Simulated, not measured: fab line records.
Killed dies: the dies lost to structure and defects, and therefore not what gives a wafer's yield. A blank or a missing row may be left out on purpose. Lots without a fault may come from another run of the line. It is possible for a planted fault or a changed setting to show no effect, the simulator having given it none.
A struck lot beside a sound one	flow nand harc	15 steps out of a route of 1302
Sound: these wafers, L649.2, L649.3, L649.5. Wafers struck: L659.1, L659.2, L659.6. The cause is named last.
At each step with rows: each side's tool, then ch and its chambers, then its first start. Under that, the readings that differ: sound wafers	struck wafers	difference of the means	sigmas: that difference in standard deviations of wafers without a fault.
alike: readings with means less than 2 such deviations apart, plus words and numbers identical on both sides. not compared: withheld readings, readings lacking a value on some wafer, bounds such as >300 that could conceal the same value, and numbers that have no deviation in the record and whose values overlap.
Wherever a step has rows on one side only, a row that says differs or no value, or a row with sigmas, the two part there. Numbers that have no deviation but don't overlap get no sigmas and don't part them. Lack of a reading on every wafer of one side parts them only where that side has two or more wafers.

first, 1 step without rows for these wafers: NHARC_A_CHANNEL_HOLE_D1_XSEM_31.
NHARC_A_CHANNEL_HOLE_D1_INSPECT_40:
  sound: defect inspect-02 at day 9 08:43; struck: defect inspect-02 at day 13 04:49
  alike: raw defect count
then, 2 steps without rows for these wafers: NHARC_A_CHANNEL_FILL_D1_PRECLEAN_00 (cleans in SC1); NHARC_A_CHANNEL_FILL_D1_SRD_01.
NHARC_A_CHANNEL_FILL_D1_ALD_02: deposits SiO2, target thk 6 nm, pulse time 10 s, ald cycles 60.
  sound on ald hk-03 ch 0,2, day 9 08:54; struck on ald hk-03 ch 0,1, day 13 05:01
reading	sound	struck	difference	sigmas
precursor pulse height rel	0.953 1.009 0.959	1.032 1.029 1.006	+0.049	+2
  alike: heater power w
NHARC_A_CHANNEL_FILL_D1_ALD_03: deposits SiNx, target thk 6 nm, pulse time 60 s, ald cycles 58.
  sound: ald sin batch-03 ch 0; struck: ald sin batch-02 ch 0
  alike: precursor pulse height rel
then, 2 steps without rows for these wafers: NHARC_A_CHANNEL_FILL_D1_ALD_14 (deposits SiO2, target thk 2.5 nm, pulse time 10 s, ald cycles 25); NHARC_A_CHANNEL_FILL_D1_ALD_15 (deposits SiNx, target thk 2 nm, pulse time 60 s, ald cycles 19).
NHARC_A_CHANNEL_FILL_D1_ALD_16: deposits SiO2, target thk 1.5 nm, pulse time 10 s, ald cycles 15.
  sound on ald hk-01 ch 0,1, day 9 21:08; struck on ald hk-03 ch 1,2,3, day 13 18:16
  alike: heater power w, precursor pulse height rel
then, 2 steps without rows for these wafers: NHARC_A_CHANNEL_FILL_D1_ANNEAL_17 (time 1800 s); NHARC_A_CHANNEL_FILL_D1_CVD_18 (deposits poly-Si, target thk 3 nm).
NHARC_A_CHANNEL_FILL_D1_ETCHBACK_19: etches the open film in HBr/Cl2, target depth 5 nm, time 1.7 s.
  sound on rie si-01 ch 0,1,2, day 10 10:02; struck on rie si-04 ch 0,1, day 14 07:12
  alike: drypump motor current A, oes product au, throttle valve pct
  not compared: rf hours counter h
NHARC_A_CHANNEL_FILL_D1_ETCHBACK_20: etches the open film in C4F8/O2/Ar, target depth 27 nm, time 13.5 s.
  sound on rie diel-13 ch 0,2, day 10 10:09; struck on rie diel-02 ch 2,3, day 14 07:20
reading	sound	struck	difference	sigmas
run length s (s)	35.2 35.1 35.0	29.7 30.3 30.3	-5.0	-12
  alike: oes product au, rf vpp V
  not compared: rf hours counter h
NHARC_A_CHANNEL_FILL_D1_STRIP_28: strips in O2, time 20 s.
  sound on rie diel-13 ch 1,2,3, day 10 10:14; struck on rie diel-02 ch 0,2,3, day 14 07:25
  alike: drypump motor current A, mfc ar sccm, oes product au, rf vpp V, showerhead plenum p Torr, throttle valve pct
  not compared: rf hours counter h
-- jump in the record: it breaks off in module A_CHANNEL_FILL_D1 and resumes in module END (first step shown: number 1302 of the route), and 15 days separate the struck wafers' starts before and after --
NHARC_END_SORT_01:
  sound on prober-01 ch 0, day 25 04:43; struck on prober-01 ch 0, day 29 15:25
reading	sound	struck	difference	sigmas
killed at array	18 31 32	645 650 654	+623	+33
killed dies	22 41 34	648 653 657	+620	+33
  alike: killed at other, killed at periphery, killed open, killed short

WHERE THEY PART
Last at NHARC_END_SORT_01 as far as this record goes, first at NHARC_A_CHANNEL_FILL_D1_ALD_02.

WHY: the cause the simulator had injected
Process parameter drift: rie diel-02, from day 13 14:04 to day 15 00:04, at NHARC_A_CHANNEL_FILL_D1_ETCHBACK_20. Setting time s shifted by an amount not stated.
